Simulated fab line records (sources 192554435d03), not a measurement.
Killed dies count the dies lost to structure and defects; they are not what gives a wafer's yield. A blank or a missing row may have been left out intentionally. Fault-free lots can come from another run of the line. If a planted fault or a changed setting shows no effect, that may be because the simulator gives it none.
Matching of chambers :: flow n5 finfet :: 4 sister chambers for N5_BEOL_M0_ALD_136 on ald metal-04
The step deposits TaN, pulse time 2 s, purge time 3 s, co reactant purge time 2 s. 8 wafers are shown with their chamber, then 9 later ones without.

## WAFERS, EACH WITH ITS CHAMBER
wafer: L083.5
chamber: 3
heater power w (W): 377
susceptor temp C (C): 275.18

wafer: L084.4
chamber: 1
heater power w (W): 504
susceptor temp C (C): 274.78

wafer: L084.5
chamber: 1
heater power w (W): 511
susceptor temp C (C): 275.00

wafer: L088.1
chamber: 0
heater power w (W): 335
susceptor temp C (C): 274.89

wafer: L088.4
chamber: 3
heater power w (W): 367
susceptor temp C (C): 275.36

wafer: L089.2
chamber: 2
heater power w (W): 399
susceptor temp C (C): 275.11

wafer: L089.3
chamber: 0
heater power w (W): 338
susceptor temp C (C): 274.72

wafer: L089.5
chamber: 2
heater power w (W): 419
susceptor temp C (C): 275.04

## WAFERS WITH NO CHAMBER GIVEN
wafer: L090.2
heater power w (W): 368
susceptor temp C (C): 274.85

wafer: L090.3
heater power w (W): 419
susceptor temp C (C): 275.19

wafer: L090.6
heater power w (W): 415
susceptor temp C (C): 275.13

wafer: L092.1
heater power w (W): 422
susceptor temp C (C): 275.11

wafer: L092.2
heater power w (W): 513
susceptor temp C (C): 274.83

wafer: L092.6
heater power w (W): 375
susceptor temp C (C): 274.86

wafer: L093.3
heater power w (W): 342
susceptor temp C (C): 275.21

wafer: L093.4
heater power w (W): 405
susceptor temp C (C): 275.15

wafer: L093.5
heater power w (W): 511
susceptor temp C (C): 275.32

## THE CHAMBER EACH PASSED THROUGH
wafer: L090.2
from the rows above: can't be placed: 3 or 0 or 2
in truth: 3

wafer: L090.3
from the rows above: 2
in truth: 2

wafer: L090.6
from the rows above: 2
in truth: 2

wafer: L092.1
from the rows above: 2
in truth: 2

wafer: L092.2
from the rows above: 1
in truth: 1

wafer: L092.6
from the rows above: can't be placed: 3 or 2 or 0
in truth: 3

wafer: L093.3
from the rows above: can't be placed: 0 or 3
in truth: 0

wafer: L093.4
from the rows above: 2
in truth: 2

wafer: L093.5
from the rows above: 1
in truth: 1
Correct placement for 6 of the 9. From these rows, 3 cannot be placed; in 3 the true chamber is one of the candidates. Number placed wrongly: 0.
How it was worked out, from the rows above alone: a wafer's distance from a chamber is the root of the sum, over the readings, of the square of ((its reading less the chamber's mean) divided by the reading's scatter). The wafer belongs to the nearest chamber; if the next one is less than 2 further off, it can't be placed. A chamber's mean is the mean of its shown wafers. The scatter is the square root of a quotient: the sum, over the shown wafers, of each reading's squared deviation from its chamber's mean, divided by wafers minus chambers.
